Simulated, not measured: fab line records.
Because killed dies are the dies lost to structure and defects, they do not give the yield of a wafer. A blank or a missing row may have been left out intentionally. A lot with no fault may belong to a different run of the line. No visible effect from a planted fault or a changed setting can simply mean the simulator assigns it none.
The tool behind it: which one? -- flow n5Finfet -- 72 wafers from 24 lots sampled at 4 of the route's 1938 steps

## WHAT EACH GAUGE READ, for each wafer
N5_BEOL_M10_CD_MEAS_11: the cd target is 64.1 nm.
lot,measured,on,cdNm (nm)
L074,day 10 15:46,cdSem-03,63.7 63.6 63.7
L075,day 11 03:01,cdSem-01,64.5 64.9 64.2
L077,day 11 07:28,cdSem-02,65.0 64.9 64.7
L076,day 11 14:03,cdSem-02,64.3 64.4 64.6
L078,day 11 20:06,cdSem-02,64.1 63.8 63.4
L080,day 11 21:16,cdSem-01,64.5 64.0 64.4
L079,day 12 02:12,cdSem-02,64.7 64.3 64.6
L081,day 12 14:13,cdSem-02,64.3 64.2 63.9
L083,day 12 23:02,cdSem-02,64.6 64.6 65.0
L082,day 12 23:28,cdSem-02,64.8 65.0 64.8
L084,day 13 15:02,cdSem-03,64.0 63.9 64.6
L085,day 13 23:06,cdSem-02,63.7 63.8 64.4
L086,day 13 23:56,cdSem-03,63.9 63.2 63.6
L087,day 14 04:07,cdSem-01,63.3 63.8 63.3
L089,day 14 04:35,cdSem-02,63.9 64.5 63.8
L088,day 14 13:36,cdSem-01,64.7 64.6 64.3
L090,day 14 23:17,cdSem-02,63.8 64.0 64.0
L092,day 15 03:41,cdSem-01,64.8 64.7 64.7
L091,day 15 04:02,cdSem-03,64.5 64.5 63.6
L094,day 15 15:39,cdSem-02,64.6 63.6 63.9
L095,day 16 00:41,cdSem-03,64.2 63.9 64.3
L093,day 16 01:02,cdSem-03,63.4 64.0 63.9
L096,day 16 05:35,cdSem-03,63.3 63.9 63.6
L097,day 16 07:43,cdSem-03,64.5 64.4 64.1

## WHICH TOOL RAN EACH LOT (tool, then ch and the chambers of the sampled wafers, then the start)
lot,N5_BEOL_M9_TRENCH_ETCH_37,N5_BEOL_M9_STRIP_80,N5_BEOL_M9_PRE_CLEAN_45
L074,"rieDiel-06 ch 1,2,3, day 10 10:35 or earlier","rieDiel-06 ch 1,2,3, day 10 10:35 or earlier","pvdSputter-03, day 10 10:35"
L075,"rieDiel-06 ch 2,3, day 10 23:31 or earlier","rieDiel-06 ch 2,3, day 10 23:31 or earlier","pvdSputter-02, day 10 23:31"
L077,"rieDiel-05 ch 0,1,3, day 11 03:07 or earlier","rieDiel-05 ch 0,1,3, day 11 03:07 or earlier","pvdSputter-02, day 11 03:07"
L076,"rieDiel-05 ch 1,2,3, day 11 10:20 or earlier","rieDiel-05 ch 1,2,3, day 11 10:20 or earlier","pvdSputter-02, day 11 10:20"
L078,"rieDiel-02 ch 0,3, day 11 14:08 or earlier","rieDiel-02 ch 0,3, day 11 14:08 or earlier","pvdSputter-01, day 11 14:08"
L080,"rieDiel-05 ch 2,3, day 11 16:53 or earlier","rieDiel-05 ch 2,3, day 11 16:53 or earlier","pvdSputter-03, day 11 16:53"
L079,"rieDiel-05 ch 2,3, day 11 21:30 or earlier","rieDiel-05 ch 2,3, day 11 21:30 or earlier","pvdSputter-02, day 11 21:30"
L081,"rieDiel-06 ch 0,1,2, day 12 09:14 or earlier","rieDiel-06 ch 0,1,2, day 12 09:14 or earlier","pvdSputter-03, day 12 09:14"
L083,"rieDiel-05 ch 1,2,3, day 12 18:12 or earlier","rieDiel-05 ch 1,2,3, day 12 18:12 or earlier","pvdSputter-02, day 12 18:12"
L082,"rieDiel-05 ch 1,2,3, day 12 19:28 or earlier","rieDiel-05 ch 1,2,3, day 12 19:28 or earlier","pvdSputter-02, day 12 19:28"
L084,"rieDiel-05 ch 2,3, day 13 09:38 or earlier","rieDiel-05 ch 2,3, day 13 09:38 or earlier","pvdSputter-01, day 13 09:38"
L085,"rieDiel-06 ch 0,1,3, day 13 18:31 or earlier","rieDiel-06 ch 0,1,3, day 13 18:31 or earlier","pvdSputter-03, day 13 18:31"
L086,"rieDiel-06 ch 0,1, day 13 19:02 or earlier","rieDiel-06 ch 0,1, day 13 19:02 or earlier","pvdSputter-02, day 13 19:02"
L087,"rieDiel-06 ch 0,2,3, day 13 22:29 or earlier","rieDiel-06 ch 0,2,3, day 13 22:29 or earlier","pvdSputter-02, day 13 22:29"
L089,"rieDiel-05 ch 0,2,3, day 13 23:51 or earlier","rieDiel-05 ch 0,2,3, day 13 23:51 or earlier","pvdSputter-01, day 13 23:51"
L088,"rieDiel-02 ch 1,2, day 14 10:19 or earlier","rieDiel-02 ch 1,2, day 14 10:19 or earlier","pvdSputter-03, day 14 10:19"
L090,"rieDiel-05 ch 0,1,2, day 14 18:23 or earlier","rieDiel-05 ch 0,1,2, day 14 18:23 or earlier","pvdSputter-02, day 14 18:23"
L092,"rieDiel-05 ch 0,2,3, day 15 00:01 or earlier","rieDiel-05 ch 0,2,3, day 15 00:01 or earlier","pvdSputter-03, day 15 00:01"
L091,"rieDiel-02 ch 0,2, day 15 00:08 or earlier","rieDiel-02 ch 0,2, day 15 00:08 or earlier","pvdSputter-01, day 15 00:08"
L094,"rieDiel-06 ch 2,3, day 15 11:50 or earlier","rieDiel-06 ch 2,3, day 15 11:50 or earlier","pvdSputter-03, day 15 11:50"
L095,"rieDiel-06 ch 0,1, day 15 18:53 or earlier","rieDiel-06 ch 0,1, day 15 18:53 or earlier","pvdSputter-02, day 15 18:53"
L093,"rieDiel-05 ch 0,1, day 15 21:17 or earlier","rieDiel-05 ch 0,1, day 15 21:17 or earlier","pvdSputter-01, day 15 21:17"
L096,"rieDiel-06 ch 0,1,3, day 16 01:02 or earlier","rieDiel-06 ch 0,1,3, day 16 01:02 or earlier","pvdSputter-02, day 16 01:02"
L097,"rieDiel-02 ch 0,3, day 16 04:25 or earlier","rieDiel-02 ch 0,3, day 16 04:25 or earlier","pvdSputter-01, day 16 04:25"
- N5_BEOL_M9_TRENCH_ETCH_37: etches SiCOH lowk in C4F6/O2, target depth 151.43 nm, time 49 s.
- N5_BEOL_M9_STRIP_80: strips in N2/H2, time 10 s.
- N5_BEOL_M9_PRE_CLEAN_45: time 30 s.

## WHAT THE TOOLS THEMSELVES READ (means of the sampled wafers that have a number; where no wafer has one, the mark that the record gives instead)
N5_BEOL_M9_TRENCH_ETCH_37.
lot,tool,drypumpMotorCurrentA (A),oesProductAu (a.u.),rfVppV (V),showerheadPlenumPTorr (Torr),throttleValvePct (%)
L074,rieDiel-06,5.7,0.81,666,2.80,21.06
L075,rieDiel-06,5.5,0.87,667,2.92,20.78
L077,rieDiel-05,5.7,0.82,662,2.81,20.91
L076,rieDiel-05,5.6,0.82,661,2.83,20.82
L078,rieDiel-02,5.4,0.89,666,2.88,20.72
L080,rieDiel-05,5.7,0.83,665,2.84,20.81
L079,rieDiel-05,5.7,0.83,665,2.84,20.81
L081,rieDiel-06,5.8,0.74,662,2.77,21.24
L083,rieDiel-05,5.6,0.81,661,2.83,20.84
L082,rieDiel-05,5.6,0.81,661,2.83,20.83
L084,rieDiel-05,5.7,0.82,665,2.83,20.82
L085,rieDiel-06,5.6,0.81,668,2.86,20.99
L086,rieDiel-06,5.9,0.75,666,2.73,21.27
L087,rieDiel-06,5.7,0.79,664,2.89,20.98
L089,rieDiel-05,5.9,0.75,664,2.85,20.88
L088,rieDiel-02,6.1,0.75,666,2.88,21.17
L090,rieDiel-05,5.8,0.74,660,2.84,20.91
L092,rieDiel-05,6.0,0.74,664,2.85,20.87
L091,rieDiel-02,5.4,0.84,663,2.84,20.70
L094,rieDiel-06,5.5,0.81,665,2.91,20.83
L095,rieDiel-06,5.8,0.74,665,2.73,21.29
L093,rieDiel-05,5.8,0.73,661,2.81,21.03
L096,rieDiel-06,5.7,0.79,667,2.86,21.03
L097,rieDiel-02,5.4,0.83,666,2.87,20.78

N5_BEOL_M9_STRIP_80.
lot,tool,drypumpMotorCurrentA (A),oesProductAu (a.u.),rfVppV (V),showerheadPlenumPTorr (Torr),throttleValvePct (%)
L074,rieDiel-06,5.7,0.81,57.5,2.49,23.7
L075,rieDiel-06,5.5,0.87,60.1,2.60,23.4
L077,rieDiel-05,5.7,0.82,60.1,2.50,23.7
L076,rieDiel-05,5.6,0.81,59.8,2.52,23.5
L078,rieDiel-02,5.4,0.91,58.9,2.57,23.5
L080,rieDiel-05,5.7,0.83,58.7,2.52,23.6
L079,rieDiel-05,5.7,0.82,59.0,2.52,23.6
L081,rieDiel-06,5.9,0.74,58.6,2.47,24.0
L083,rieDiel-05,5.6,0.80,59.7,2.52,23.5
L082,rieDiel-05,5.6,0.80,58.8,2.52,23.5
L084,rieDiel-05,5.7,0.81,58.8,2.52,23.6
L085,rieDiel-06,5.6,0.81,59.5,2.56,23.7
L086,rieDiel-06,5.8,0.75,58.9,2.44,24.0
L087,rieDiel-06,5.6,0.79,58.9,2.59,23.7
L089,rieDiel-05,5.9,0.75,58.7,2.53,23.6
L088,rieDiel-02,6.0,0.75,59.8,2.58,23.9
L090,rieDiel-05,5.8,0.74,60.1,2.52,23.5
L092,rieDiel-05,5.9,0.74,59.5,2.53,23.6
L091,rieDiel-02,5.4,0.85,58.8,2.53,23.3
L094,rieDiel-06,5.5,0.82,58.7,2.59,23.5
L095,rieDiel-06,5.9,0.73,58.4,2.43,24.0
L093,rieDiel-05,5.8,0.73,59.7,2.49,23.7
L096,rieDiel-06,5.7,0.78,59.3,2.55,23.7
L097,rieDiel-02,5.4,0.82,58.5,2.56,23.5

N5_BEOL_M9_PRE_CLEAN_45.
lot,tool,heaterPowerW (W)
L074,pvdSputter-03,338
L075,pvdSputter-02,303
L077,pvdSputter-02,319
L076,pvdSputter-02,301
L078,pvdSputter-01,348
L080,pvdSputter-03,353
L079,pvdSputter-02,328
L081,pvdSputter-03,342
L083,pvdSputter-02,327
L082,pvdSputter-02,322
L084,pvdSputter-01,259
L085,pvdSputter-03,340
L086,pvdSputter-02,296
L087,pvdSputter-02,323
L089,pvdSputter-01,346
L088,pvdSputter-03,352
L090,pvdSputter-02,322
L092,pvdSputter-03,347
L091,pvdSputter-01,259
L094,pvdSputter-03,349
L095,pvdSputter-02,308
L093,pvdSputter-01,287
L096,pvdSputter-02,352
L097,pvdSputter-01,307

## THE ANSWER, worked out from the rows above alone
Rule: usual is defined by the lots themselves. Put in order of their means at a reading, lots are off if they are a third of the lots or fewer, leave a main group of 4 or more, and stand apart from it by a gap of 3 or more times the standard deviation of the main group's means; of several such gaps the widest counts. Not used: any main group whose means are identical at the precision the tables above print for the reading. A lot without any number at a reading at which 4 lots or more have one is off too. All remaining lots with rows at the step are treated as sound. The gauges are gone through in route order, then the tools' own readings, and for those a lot's mean is taken as printed above. The first step at which some lot is off is used, and at that step the reading that is off furthest; a lot without a number counts as furthest.
Across all readings shown, no lot is off: no conclusion can be drawn from this.

## WHAT THE SIMULATOR HAD INSERTED
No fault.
